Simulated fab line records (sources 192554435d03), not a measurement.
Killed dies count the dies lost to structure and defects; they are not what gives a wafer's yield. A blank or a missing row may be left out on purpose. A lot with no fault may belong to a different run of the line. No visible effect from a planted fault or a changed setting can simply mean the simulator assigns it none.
Lot-split experiment :: flow n5-finfet :: on a route of 1938 steps: 7 lots, 21 wafers read

SPLIT DETAILS
At N5_BEOL_M9_COAT_22 (resist thk 30 nm), the setting spin-rpm was moved away from the recipe's 1500 rpm on 6 of the 21 wafers read, by -6.9% to +4.1%. All remaining wafers had this setting at the recipe value.

FROM THE SPLIT TO THE READING: what the file shows between them, 2 steps
- N5_BEOL_M9_EXPOSE_25: exposes mask V8 (also split here: dose-mj)
- N5_BEOL_M9_PEB_26: peb time 60 s

THE READING
CAR-EUV_of_BEOL_M9_COAT_22.thk-nm (the simulator's own value, which no gauge read), in nm, at N5_BEOL_M9_DEVELOP_27 (develop time 30 s). The file gives no usual value for it. Here, 15 wafers ran the recipe; their average is 29.6 nm with a standard deviation of 0.1 nm.

wafer: L078.2
tool, chamber at the split: litho-track-02, 0
spin-rpm as run, rpm: 1500
against the recipe: recipe
CAR-EUV_of_BEOL_M9_COAT_22.thk-nm, nm: 29.6
against lot-mates on the recipe: -

wafer: L078.5
tool, chamber at the split: litho-track-02, 0
spin-rpm as run, rpm: 1500
against the recipe: recipe
CAR-EUV_of_BEOL_M9_COAT_22.thk-nm, nm: 29.6
against lot-mates on the recipe: -

wafer: L078.4
tool, chamber at the split: litho-track-02, 0
spin-rpm as run, rpm: 1549
against the recipe: +3.3%
CAR-EUV_of_BEOL_M9_COAT_22.thk-nm, nm: 29.2
against lot-mates on the recipe: -0.4

wafer: L080.1
tool, chamber at the split: litho-track-02, 0
spin-rpm as run, rpm: 1500
against the recipe: recipe
CAR-EUV_of_BEOL_M9_COAT_22.thk-nm, nm: 29.6
against lot-mates on the recipe: -

wafer: L080.6
tool, chamber at the split: litho-track-02, 0
spin-rpm as run, rpm: 1500
against the recipe: recipe
CAR-EUV_of_BEOL_M9_COAT_22.thk-nm, nm: 29.6
against lot-mates on the recipe: -

wafer: L080.4
tool, chamber at the split: litho-track-02, 0
spin-rpm as run, rpm: 1559
against the recipe: +3.9%
CAR-EUV_of_BEOL_M9_COAT_22.thk-nm, nm: 29
against lot-mates on the recipe: -0.6

wafer: L084.1
tool, chamber at the split: litho-track-02, 0
spin-rpm as run, rpm: 1500
against the recipe: recipe
CAR-EUV_of_BEOL_M9_COAT_22.thk-nm, nm: 29.6
against lot-mates on the recipe: -

wafer: L084.3
tool, chamber at the split: litho-track-02, 0
spin-rpm as run, rpm: 1562
against the recipe: +4.1%
CAR-EUV_of_BEOL_M9_COAT_22.thk-nm, nm: 29
against lot-mates on the recipe: -0.6

wafer: L084.4
tool, chamber at the split: litho-track-02, 0
spin-rpm as run, rpm: 1562
against the recipe: +4.1%
CAR-EUV_of_BEOL_M9_COAT_22.thk-nm, nm: 29
against lot-mates on the recipe: -0.6

wafer: L083.2
tool, chamber at the split: litho-track-03, 0
spin-rpm as run, rpm: 1500
against the recipe: recipe
CAR-EUV_of_BEOL_M9_COAT_22.thk-nm, nm: 29.6
against lot-mates on the recipe: -

wafer: L083.6
tool, chamber at the split: litho-track-03, 0
spin-rpm as run, rpm: 1500
against the recipe: recipe
CAR-EUV_of_BEOL_M9_COAT_22.thk-nm, nm: 29.6
against lot-mates on the recipe: -

wafer: L083.3
tool, chamber at the split: litho-track-03, 0
spin-rpm as run, rpm: 1397
against the recipe: -6.9%
CAR-EUV_of_BEOL_M9_COAT_22.thk-nm, nm: 30.8
against lot-mates on the recipe: +1.2

wafer: L087.3
tool, chamber at the split: litho-track-03, 0
spin-rpm as run, rpm: 1500
against the recipe: recipe
CAR-EUV_of_BEOL_M9_COAT_22.thk-nm, nm: 29.6
against lot-mates on the recipe: -

wafer: L087.6
tool, chamber at the split: litho-track-03, 0
spin-rpm as run, rpm: 1500
against the recipe: recipe
CAR-EUV_of_BEOL_M9_COAT_22.thk-nm, nm: 29.6
against lot-mates on the recipe: -

wafer: L087.4
tool, chamber at the split: litho-track-03, 0
spin-rpm as run, rpm: 1547
against the recipe: +3.1%
CAR-EUV_of_BEOL_M9_COAT_22.thk-nm, nm: 29.2
against lot-mates on the recipe: -0.4

wafer: L095.1
tool, chamber at the split: litho-track-03, 0
spin-rpm as run, rpm: 1500
against the recipe: recipe
CAR-EUV_of_BEOL_M9_COAT_22.thk-nm, nm: 29.6
against lot-mates on the recipe: -

wafer: L095.6
tool, chamber at the split: litho-track-03, 0
spin-rpm as run, rpm: 1500
against the recipe: recipe
CAR-EUV_of_BEOL_M9_COAT_22.thk-nm, nm: 29.6
against lot-mates on the recipe: -

wafer: L095.3
tool, chamber at the split: litho-track-03, 0
spin-rpm as run, rpm: 1500
against the recipe: recipe
CAR-EUV_of_BEOL_M9_COAT_22.thk-nm, nm: 29.8
against lot-mates on the recipe: -

wafer: L097.4
tool, chamber at the split: litho-track-02, 0
spin-rpm as run, rpm: 1500
against the recipe: recipe
CAR-EUV_of_BEOL_M9_COAT_22.thk-nm, nm: 29.4
against lot-mates on the recipe: -

wafer: L097.5
tool, chamber at the split: litho-track-02, 0
spin-rpm as run, rpm: 1500
against the recipe: recipe
CAR-EUV_of_BEOL_M9_COAT_22.thk-nm, nm: 29.4
against lot-mates on the recipe: -

wafer: L097.6
tool, chamber at the split: litho-track-02, 0
spin-rpm as run, rpm: 1500
against the recipe: recipe
CAR-EUV_of_BEOL_M9_COAT_22.thk-nm, nm: 29.4
against lot-mates on the recipe: -

FIT RESULTS
A straight line over all 21 wafers: CAR-EUV_of_BEOL_M9_COAT_22.thk-nm changes by -0.155 nm for each +1% of spin-rpm; r = -0.96; the points scatter about the line by 0.1 nm.
The same after taking each lot's own level away (the mean of its wafers on the recipe; 21 wafers): -0.157 nm for each +1%; r = -0.99; scatter 0.055 nm.
According to that fit, moving spin-rpm by its largest amount changes the reading by 1.1 nm.
Across the lots, their own levels run from 29.40 to 29.67 nm, a range of 2.7 times the standard deviation given above.
The two slopes are in agreement: the lot-to-lot level therefore moves the slope only a little.
Check: with one of the wafers moved furthest among these (-6.9%) left out of the fit, the line predicts +0.971 nm for it against its lot-mates. It came out at +1.2 nm against them.

THESE WAFERS: OTHER SPLITS
Note: prior to the reading, these wafers also went through further splits. Each is held against what the fit with the lots' levels taken away leaves over:
other split on the same wafers: N5_BEOL_M7_EXPOSE_08 dose-mj
wafers away from the commonest value: 4
r with CAR-EUV_of_BEOL_M9_COAT_22.thk-nm (lot level and that fit taken away): +0.11

other split on the same wafers: N5_BEOL_M8_PECVD_70 temp-c
wafers away from the commonest value: 5
r with CAR-EUV_of_BEOL_M9_COAT_22.thk-nm (lot level and that fit taken away): +0.06

other split on the same wafers: N5_BEOL_M8_DEVELOP_10 develop-time-s
wafers away from the commonest value: 5
r with CAR-EUV_of_BEOL_M9_COAT_22.thk-nm (lot level and that fit taken away): -0.13

other split on the same wafers: N5_BEOL_M9_EXPOSE_25 dose-mj
wafers away from the commonest value: 6
r with CAR-EUV_of_BEOL_M9_COAT_22.thk-nm (lot level and that fit taken away): -0.07

THE WHOLE CHAIN: every reading that the file lists as answering this split, in the file's order
step: N5_BEOL_M9_COAT_22
what it does: resist thk 30 nm
reading: CAR-EUV_of_BEOL_M9_COAT_22.thk-nm (the simulator's own value, which no gauge read)
change (the file's fit): -0.149 nm for each +1% of the setting
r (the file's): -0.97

step: N5_BEOL_M9_DEVELOP_27
what it does: develop time 30 s
reading: CAR-EUV_of_BEOL_M9_COAT_22.thk-nm (the simulator's own value, which no gauge read)
change (the file's fit): -0.156 nm for each +1% of the setting
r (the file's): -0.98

THE FILE'S OWN FIT
CAR-EUV_of_BEOL_M9_COAT_22.thk-nm changes by -0.156 nm for each +1% of spin-rpm, r = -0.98.
